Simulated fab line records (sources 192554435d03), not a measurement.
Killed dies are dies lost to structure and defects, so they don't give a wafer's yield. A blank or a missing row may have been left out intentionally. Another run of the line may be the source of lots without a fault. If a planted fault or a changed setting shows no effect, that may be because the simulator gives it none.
fab line records ; flow n5Finfet ; part 1 of 2: steps 1 to 3 of 6
record lots=21; wafers=63; lastDay=18
route steps=1938 shown MOL_CONTACT_COAG@559
lots with no fault: from the same line, run without faults
startH: the number of hours between the record's first day and the start of the first shown wafer of the lot ; waitH: time in hours since the lot's previous step ; " same as the row above ; L1.1+2: one row covering several wafers at once ; - value missing, or start not given ; * or withheld: withheld ; < > ~ a bound
route shown NAME@n: names a module that has steps shown in the file, with the first one's number in the route ; usual: mean/standard deviation taken from wafers without a fault ; same: alike in all rows ; chamber/n: place in a boat ; sites: per-site readings ; _std_site: standard deviation of those values ; _edge_site: outer sites' mean less inner sites' ; radiusMm: for every site, how far away it sits from the centre of the wafer ; mask NAME#n: copy n ; behind: the most recent tool/chamber to have shaped the wafer ; hold: why the lot was held/for how many hours/how that ended ; device: whichever transistor did not switch (one of n, p or np) ; end of line: tests run on the same wafers once the route is complete ; a step without rows: its recipe alone ; killed: count of dies lost to structure and defects at first sort (not the wafer's yield) ; map: a wafer's dies, marking killed ones x, the rest . and places with no die _
set.NAME: the setting as run; set.NAME@STEP: as run at that earlier step ; model.NAME: the simulator's own value behind a step, which no gauge read
one table for each step of the route and one row for each wafer, over a sample of lots
services: from which hour (startH, from the record's first day; less than 0 if before it) a tool's chamber was out of use, for how many hours, and why
## steps
# step N5_MOL_CONTACT_COAG_ALD_27
# recipe material=SiOC; targetThkA=170; tempC=400; aldPrecursorFamily=carbosiloxane; aldCoReactant=H2-plasma; pulseTimeS=1.5; timeS=2720; purgeTimeS=2; coReactantPurgeTimeS=2; aldCycles=340; pressureTorr=2
# usual heaterPowerW=825/82; precursorPulseHeightRel=1.002/0.02
# same aldCycles=340; coReactantPurgeTimeS=2
lot.wafer;tool;chamber;startH;waitH;heaterPowerW;precursorPulseHeightRel;sinceWetCleanH
L074.1;aldSin-01;0;104.39;0.0;837;1.022;95
L074.4;aldSin-01;2;104.39;0.0;780;0.980;95
L074.5;aldSin-01;2;104.39;0.0;801;1.001;-
L075.3;aldSin-02;0;109.27;0.5;1017;0.998;10
L075.5;aldSin-02;2;109.27;0.5;869;0.994;-
L075.6;aldSin-02;3;109.27;0.5;646;1.053;-
L076.1;aldSin-03;1;109.68;0.7;849;1.000;298
L076.3;aldSin-03;2;109.68;0.7;773;0.972;298
L076.5;aldSin-03;2;109.68;0.7;788;0.985;-
L077.1;aldSin-02;0;123.23;0.0;1001;0.973;24
L077.5;aldSin-02;1;123.23;0.0;754;1.021;-
L077.6;aldSin-02;2;123.23;0.0;842;0.997;-
L079.2;aldSin-03;0;132.38;0.1;913;0.969;321
L079.4;aldSin-03;1;132.38;0.1;836;0.990;321
L079.6;aldSin-03;1;132.38;0.1;851;1.051;-
L080.1;aldSin-01;1;132.94;0.0;890;1.005;124
L080.2;aldSin-01;2;132.94;0.0;813;0.995;124
L080.5;aldSin-01;2;132.94;0.0;785;1.020;-
L081.1;aldSin-02;3;140.93;0.0;646;0.978;42
L081.2;aldSin-02;2;140.93;0.0;853;1.039;42
L081.5;aldSin-02;3;140.93;0.0;665;0.960;-
L082.2;aldSin-01;3;145.85;0.0;837;1.011;137
L082.4;aldSin-01;1;145.85;0.0;880;1.042;137
L082.5;aldSin-01;3;145.85;0.0;835;0.989;-
L084.1;aldSin-02;3;159.90;0.0;652;1.008;61
L084.4;aldSin-02;2;159.90;0.0;856;0.983;61
L084.5;aldSin-02;2;159.90;0.0;869;1.003;-
L085.2;aldSin-03;1;166.06;0.0;851;0.988;354
L085.5;aldSin-03;3;166.06;0.0;752;1.043;-
L085.6;aldSin-03;2;166.06;0.0;798;0.979;-
L086.1;aldSin-01;3;166.31;0.0;831;0.999;157
L086.3;aldSin-01;0;166.31;0.0;822;0.997;157
L086.4;aldSin-01;1;166.31;0.0;871;1.001;157
L087.3;aldSin-02;0;170.54;0.1;1008;1.012;72
L087.5;aldSin-02;3;170.54;0.1;665;0.999;-
L087.6;aldSin-02;0;170.54;0.1;1006;1.001;-
L088.1;aldSin-02;2;181.51;0.3;848;1.015;83
L088.2;aldSin-02;0;181.51;0.3;998;1.011;83
L088.3;aldSin-02;1;181.51;0.3;763;1.009;83
L090.1;aldSin-03;1;193.31;0.9;858;1.053;3
L090.4;aldSin-03;1;193.31;0.9;880;0.993;-
L090.5;aldSin-03;0;193.31;0.9;874;0.971;-
L091.1;aldSin-03;3;198.87;0.3;731;0.995;8
L091.4;aldSin-03;0;198.87;0.3;874;1.013;8
L091.5;aldSin-03;2;198.87;0.3;756;0.998;-
L092.1;aldSin-02;1;206.71;0.3;770;1.024;108
L092.4;aldSin-02;3;206.71;0.3;659;0.994;108
L092.5;aldSin-02;2;206.71;0.3;863;1.025;-
L093.1;aldSin-01;1;212.38;0.0;883;0.975;203
L093.4;aldSin-01;0;212.38;0.0;835;0.970;203
L093.6;aldSin-01;3;212.38;0.0;837;1.011;-
L094.1;aldSin-01;2;220.40;1.1;804;1.007;211
L094.5;aldSin-01;1;220.40;1.1;885;0.995;-
L094.6;aldSin-01;0;220.40;1.1;843;0.995;-
L095.3;aldSin-01;2;222.77;0.1;819;1.000;214
L095.5;aldSin-01;1;222.77;0.1;892;0.984;-
L095.6;aldSin-01;2;222.77;0.1;794;1.009;-
L096.1;aldSin-02;3;228.38;0.0;651;1.005;130
L096.3;aldSin-02;0;228.38;0.0;1004;1.007;130
L096.5;aldSin-02;3;228.38;0.0;654;1.001;-
L097.2;aldSin-03;0;234.92;0.0;895;1.021;44
L097.4;aldSin-03;1;234.92;0.0;840;1.003;44
L097.6;aldSin-03;3;234.92;0.0;739;1.029;-
# step N5_MOL_CONTACT_COAG_ETCH_89
# recipe chemistry=N2/H2; target=underlayer; targetDepthA=130; maskMaterial=CAR-EUV; timeS=10.4; ionEnergyEv=200; pressureMtorr=30; sourceW=840; biasW=150; n2FlowSccm=200; h2FlowSccm=200; ends=cleared
# usual biasW=150.0/0.47; drypumpMotorCurrentA=5.8/0.44; etchRfOnTimeS=10.40/0.19; oesProductAu=0.68/0.061; rfVppV=524.3/2.6; showerheadPlenumPTorr=2.56/0.087; throttleValvePct=17.92/0.27
lot.wafer;tool;chamber;startH;waitH;biasW;drypumpMotorCurrentA;etchRfOnTimeS;oesProductAu;rfHoursCounterH;rfVppV;showerheadPlenumPTorr;throttleValvePct
L074.1;rieDiel-01;0;107.79;0.0;150.0;5.4;10.40;0.81;5;523.0;2.50;18.19
L074.4;rieDiel-01;0;107.79;0.0;150.9;5.4;10.35;0.82;-;521.9;2.51;18.18
L074.5;rieDiel-01;1;107.79;0.0;150.0;5.5;10.20;0.73;-;524.0;2.57;17.42
L075.3;rieDiel-03;2;112.49;0.0;149.9;5.6;10.42;0.71;82;528.2;2.68;17.84
L075.5;rieDiel-03;1;112.49;0.0;149.4;5.8;10.55;0.81;-;529.2;2.70;17.39
L075.6;rieDiel-03;2;112.49;0.0;149.7;5.6;10.47;0.71;-;528.3;2.68;17.85
L076.1;rieDiel-01;0;112.91;0.0;149.8;5.5;10.39;0.80;7;521.9;2.50;18.20
L076.3;rieDiel-01;1;112.91;0.0;150.6;5.5;10.19;0.73;82;523.5;2.57;17.43
L076.5;rieDiel-01;2;112.91;0.0;149.9;5.9;10.49;0.64;-;527.9;2.66;18.15
L077.1;rieDiel-03;1;126.50;0.0;150.9;5.8;10.72;0.79;15;528.9;2.70;17.39
L077.5;rieDiel-03;2;126.50;0.0;149.5;5.6;10.48;0.69;-;528.2;2.68;17.86
L077.6;rieDiel-03;3;126.50;0.0;149.3;5.1;10.65;0.61;-;519.4;2.41;17.98
L079.2;rieDiel-01;3;135.44;0.0;151.0;6.1;10.55;0.57;249;521.5;2.50;17.75
L079.4;rieDiel-01;1;135.44;0.0;150.2;5.5;10.15;0.72;90;524.8;2.57;17.44
L079.6;rieDiel-01;3;135.44;0.0;150.7;6.1;10.46;0.58;-;521.8;2.50;17.75
L080.1;rieDiel-03;0;136.29;0.0;149.3;6.0;10.47;0.61;207;526.7;2.62;18.18
L080.2;rieDiel-03;1;136.29;0.0;150.1;5.8;10.48;0.79;19;529.7;2.70;17.41
L080.5;rieDiel-03;3;136.29;0.0;150.5;5.1;10.67;0.61;-;520.5;2.41;17.99
L081.1;rieDiel-06;2;143.83;0.0;149.8;6.8;10.41;0.65;163;523.1;2.53;18.12
L081.2;rieDiel-06;1;143.83;0.0;150.2;5.8;10.10;0.72;71;520.8;2.47;18.12
L081.5;rieDiel-06;1;143.83;0.0;149.9;5.8;10.11;0.72;-;522.2;2.47;18.13
L082.2;rieDiel-01;0;149.82;0.0;149.7;5.5;10.38;0.77;23;522.7;2.50;18.22
L082.4;rieDiel-01;0;149.82;0.0;150.8;5.5;10.37;0.77;-;521.8;2.50;18.24
L082.5;rieDiel-01;2;149.82;0.0;150.2;5.8;10.50;0.63;-;527.9;2.65;18.18
L084.1;rieDiel-06;2;162.83;0.0;149.2;6.9;10.52;0.64;170;524.2;2.52;18.14
L084.4;rieDiel-06;3;162.83;0.0;150.4;5.4;10.16;0.73;-;524.0;2.57;17.68
L084.5;rieDiel-06;0;162.83;0.0;150.0;5.8;10.40;0.65;-;523.3;2.55;17.88
L085.2;rieDiel-06;3;169.08;0.0;149.9;5.4;10.03;0.74;82;526.1;2.57;17.68
L085.5;rieDiel-06;3;169.08;0.0;149.8;5.4;10.07;0.74;-;522.6;2.57;17.67
L085.6;rieDiel-06;2;169.08;0.0;149.8;6.8;10.29;0.65;-;524.2;2.52;18.13
L086.1;rieDiel-03;3;169.95;0.0;149.6;5.1;10.65;0.60;216;521.2;2.41;18.02
L086.3;rieDiel-03;1;169.95;0.0;150.3;5.8;10.54;0.76;31;527.0;2.69;17.42
L086.4;rieDiel-03;2;169.95;0.0;150.1;5.7;10.46;0.68;104;527.5;2.67;17.91
L087.3;rieDiel-03;1;173.49;0.0;150.3;5.8;10.69;0.76;32;527.8;2.69;17.42
L087.5;rieDiel-03;3;173.49;0.0;150.2;5.1;10.82;0.60;-;520.6;2.41;17.99
L087.6;rieDiel-03;2;173.49;0.0;150.1;5.7;10.59;0.69;-;525.9;2.67;17.91
L088.1;rieDiel-06;3;184.41;0.0;151.2;5.4;10.09;0.72;87;524.4;2.57;17.68
L088.2;rieDiel-06;2;184.41;0.0;150.3;6.8;10.32;0.64;178;523.5;2.52;18.15
L088.3;rieDiel-06;1;184.41;0.0;150.7;5.8;10.22;0.71;82;519.9;2.46;18.14
L090.1;rieDiel-06;2;196.50;0.0;149.8;6.9;10.49;0.63;182;523.1;2.52;18.15
L090.4;rieDiel-06;1;196.50;0.0;149.8;5.8;10.24;0.71;87;521.6;2.46;18.14
L090.5;rieDiel-06;1;196.50;0.0;150.1;5.8;10.23;0.71;-;522.8;2.46;18.15
L091.1;rieDiel-03;2;201.91;0.0;149.9;5.7;10.49;0.68;113;526.1;2.66;17.92
L091.4;rieDiel-03;1;201.91;0.0;150.8;5.8;10.55;0.75;41;530.4;2.69;17.47
L091.5;rieDiel-03;3;201.91;0.0;149.7;5.1;10.86;0.58;-;520.5;2.40;18.02
L092.1;rieDiel-06;1;209.74;0.0;151.0;5.8;10.14;0.71;92;522.9;2.46;18.19
L092.4;rieDiel-06;2;209.74;0.0;149.5;6.9;10.23;0.64;188;522.7;2.52;18.16
L092.5;rieDiel-06;2;209.74;0.0;149.1;6.8;10.31;0.63;-;523.7;2.52;18.16
L093.1;rieDiel-06;2;215.29;0.0;149.9;6.8;10.45;0.63;190;522.5;2.52;18.16
L093.4;rieDiel-06;1;215.29;0.0;150.0;5.8;10.16;0.69;93;521.2;2.46;18.17
L093.6;rieDiel-06;0;215.29;0.0;150.6;5.8;10.38;0.65;-;523.5;2.55;17.92
L094.1;rieDiel-06;0;223.57;0.0;149.7;5.8;10.43;0.65;152;523.2;2.55;17.91
L094.5;rieDiel-06;1;223.57;0.0;150.0;5.8;10.21;0.69;-;524.3;2.46;18.16
L094.6;rieDiel-06;0;223.57;0.0;149.7;5.8;10.47;0.64;-;522.9;2.55;17.93
L095.3;rieDiel-06;0;225.80;0.0;150.7;5.8;10.53;0.63;153;523.9;2.55;17.92
L095.5;rieDiel-06;3;225.80;0.0;149.8;5.4;10.11;0.72;-;524.5;2.56;17.72
L095.6;rieDiel-06;0;225.80;0.0;150.4;5.8;10.52;0.64;-;523.7;2.55;17.92
L096.1;rieDiel-03;1;231.28;0.0;149.8;5.8;10.46;0.74;51;527.4;2.68;17.47
L096.3;rieDiel-03;0;231.28;0.0;149.0;6.0;10.30;0.61;239;526.4;2.61;18.25
L096.5;rieDiel-03;2;231.28;0.0;150.0;5.7;10.37;0.67;-;527.9;2.66;17.93
L097.2;rieDiel-03;1;238.56;0.0;149.6;5.8;10.64;0.73;53;526.5;2.68;17.48
L097.4;rieDiel-03;3;238.56;0.0;149.1;5.1;10.83;0.58;240;519.6;2.40;18.03
L097.6;rieDiel-03;3;238.56;0.0;149.3;5.1;10.78;0.58;-;518.9;2.40;18.04
# step N5_MOL_CONTACT_COAG_STRIP_96
# recipe chemistry=N2/H2; powerW=500; tempC=40; pressureMtorr=50; rfFrequencyHz=6e+07; overashFraction=0.3; biasPowerW=28; h2Frac=0.5; n2FlowSccm=300; h2FlowSccm=300
# usual drypumpMotorCurrentA=5.8/0.37; oesProductAu=0.80/0.073; rfVppV=122.1/1.3; showerheadPlenumPTorr=3.40/0.12; tempC=40.01/0.12; throttleValvePct=18.9/0.44
lot.wafer;tool;chamber;startH;waitH;drypumpMotorCurrentA;oesProductAu;rfHoursCounterH;rfVppV;showerheadPlenumPTorr;tempC;throttleValvePct
L074.1;rieDiel-06;2;109.16;0.0;6.8;0.77;152;123.0;3.35;39.83;18.9
L074.4;rieDiel-06;0;109.16;0.0;5.8;0.79;114;122.9;3.38;40.08;18.8
L074.5;rieDiel-06;1;109.16;0.0;5.8;0.85;-;121.9;3.27;39.94;19.4
L075.3;rieDiel-03;0;113.06;0.0;6.0;0.72;198;123.3;3.46;39.92;19.5
L075.5;rieDiel-03;3;113.06;0.0;5.1;0.72;-;122.0;3.20;40.06;18.9
L075.6;rieDiel-03;0;113.06;0.0;6.0;0.72;-;122.9;3.47;39.86;19.5
L076.1;rieDiel-03;2;113.41;0.0;5.7;0.82;83;121.8;3.53;40.07;18.7
L076.3;rieDiel-03;1;113.41;0.0;5.8;0.94;11;122.9;3.56;39.96;18.3
L076.5;rieDiel-03;1;113.41;0.0;5.8;0.94;-;125.6;3.56;39.96;18.3
L077.1;rieDiel-03;3;127.39;0.0;5.1;0.71;202;120.2;3.20;40.01;19.0
L077.5;rieDiel-03;3;127.39;0.0;5.1;0.72;-;121.6;3.20;39.90;18.9
L077.6;rieDiel-03;2;127.39;0.0;5.7;0.82;-;123.8;3.53;40.21;18.7
L079.2;rieDiel-03;3;135.99;0.0;5.1;0.72;205;121.0;3.19;39.87;18.9
L079.4;rieDiel-03;1;135.99;0.0;5.8;0.91;19;122.8;3.56;40.06;18.3
L079.6;rieDiel-03;1;135.99;0.0;5.8;0.93;-;123.5;3.56;39.95;18.4
L080.1;rieDiel-01;1;136.79;0.0;5.5;0.83;90;122.3;3.39;39.98;18.4
L080.2;rieDiel-01;0;136.79;0.0;5.5;0.92;16;121.0;3.30;39.87;19.6
L080.5;rieDiel-01;3;136.79;0.0;6.2;0.67;-;120.9;3.30;39.97;18.7
L081.1;rieDiel-01;0;144.37;0.0;5.5;0.92;19;120.3;3.30;40.01;19.7
L081.2;rieDiel-01;2;144.37;0.0;5.9;0.74;174;121.7;3.50;39.98;19.5
L081.5;rieDiel-01;2;144.37;0.0;5.9;0.74;-;122.6;3.50;40.08;19.5
L082.2;rieDiel-06;1;150.32;0.0;5.8;0.84;74;121.0;3.26;39.87;19.4
L082.4;rieDiel-06;2;150.32;0.0;6.8;0.76;167;123.9;3.34;40.03;18.9
L082.5;rieDiel-06;1;150.32;0.0;5.8;0.84;-;121.1;3.26;40.04;19.4
L084.1;rieDiel-03;3;163.33;0.0;5.1;0.71;214;119.6;3.19;40.35;19.0
L084.4;rieDiel-03;0;163.33;0.0;6.0;0.72;215;124.0;3.46;39.98;19.5
L084.5;rieDiel-03;1;163.33;0.0;5.8;0.92;-;125.1;3.55;40.05;18.4
L085.2;rieDiel-03;2;169.69;0.0;5.7;0.80;104;121.7;3.52;40.19;18.7
L085.5;rieDiel-03;2;169.69;0.0;5.7;0.80;-;122.6;3.52;40.08;18.7
L085.6;rieDiel-03;1;169.69;0.0;5.8;0.89;-;123.3;3.55;40.12;18.4
L086.1;rieDiel-03;2;170.97;0.0;5.6;0.80;104;120.9;3.52;39.89;18.7
L086.3;rieDiel-03;0;170.97;0.0;6.0;0.72;218;122.7;3.45;39.89;19.5
L086.4;rieDiel-03;1;170.97;0.0;5.8;0.89;31;124.3;3.55;39.87;18.4
L087.3;rieDiel-03;3;174.18;0.0;5.1;0.71;218;121.8;3.19;40.10;19.0
L087.5;rieDiel-03;2;174.18;0.0;5.7;0.79;-;121.5;3.52;39.82;18.7
L087.6;rieDiel-03;1;174.18;0.0;5.8;0.90;-;124.0;3.55;40.08;18.4
L088.1;rieDiel-03;3;185.24;0.0;5.1;0.70;222;122.2;3.18;40.15;19.0
L088.2;rieDiel-03;2;185.24;0.0;5.7;0.81;109;123.4;3.52;39.92;18.7
L088.3;rieDiel-03;0;185.24;0.0;6.0;0.71;223;122.3;3.45;40.09;19.5
L090.1;rieDiel-06;0;197.00;0.0;5.8;0.75;144;122.2;3.37;40.17;18.8
L090.4;rieDiel-06;1;197.00;0.0;5.8;0.82;87;122.7;3.25;40.03;19.4
L090.5;rieDiel-06;3;197.00;0.0;5.4;0.83;-;124.2;3.39;39.94;18.8
L091.1;rieDiel-06;1;202.43;0.0;5.8;0.82;89;122.3;3.25;40.09;19.4
L091.4;rieDiel-06;2;202.43;0.0;6.9;0.74;185;120.7;3.33;39.95;18.9
L091.5;rieDiel-06;3;202.43;0.0;5.4;0.84;-;122.3;3.39;39.99;18.8
L092.1;rieDiel-01;0;210.32;0.0;5.5;0.86;43;120.4;3.29;40.01;19.7
L092.4;rieDiel-01;1;210.32;0.0;5.5;0.81;118;121.1;3.38;39.92;18.5
L092.5;rieDiel-01;2;210.32;0.0;5.9;0.72;-;123.3;3.48;40.06;19.5
L093.1;rieDiel-03;3;215.84;0.0;5.1;0.69;232;120.3;3.18;40.20;19.0
L093.4;rieDiel-03;0;215.84;0.0;6.0;0.70;234;122.9;3.45;40.15;19.6
L093.6;rieDiel-03;2;215.84;0.0;5.7;0.79;-;122.0;3.51;39.99;18.8
L094.1;rieDiel-01;2;224.07;0.0;5.9;0.72;202;122.6;3.48;40.10;19.5
L094.5;rieDiel-01;3;224.07;0.0;6.1;0.91;-;121.5;3.29;39.89;18.3
L094.6;rieDiel-01;0;224.07;0.0;5.5;0.85;-;118.4;3.29;40.07;19.7
L095.3;rieDiel-06;1;226.33;0.0;5.8;0.81;97;121.0;3.25;40.06;19.4
L095.5;rieDiel-06;0;226.33;0.0;5.8;0.75;-;121.7;3.36;39.92;18.8
L095.6;rieDiel-06;1;226.33;0.0;5.8;0.81;-;120.8;3.25;39.91;19.4
L096.1;rieDiel-01;3;231.78;0.0;6.1;0.88;23;123.9;3.29;39.97;18.3
L096.3;rieDiel-01;0;231.78;0.0;5.5;0.86;51;124.0;3.29;39.94;19.7
L096.5;rieDiel-01;1;231.78;0.0;5.5;0.80;-;121.3;3.37;39.87;18.5
L097.2;rieDiel-03;3;239.12;0.0;5.1;0.69;240;121.1;3.18;39.88;19.0
L097.4;rieDiel-03;0;239.12;0.0;6.0;0.70;243;120.5;3.44;39.76;19.6
L097.6;rieDiel-03;2;239.12;0.0;5.6;0.80;-;121.3;3.51;40.09;18.8
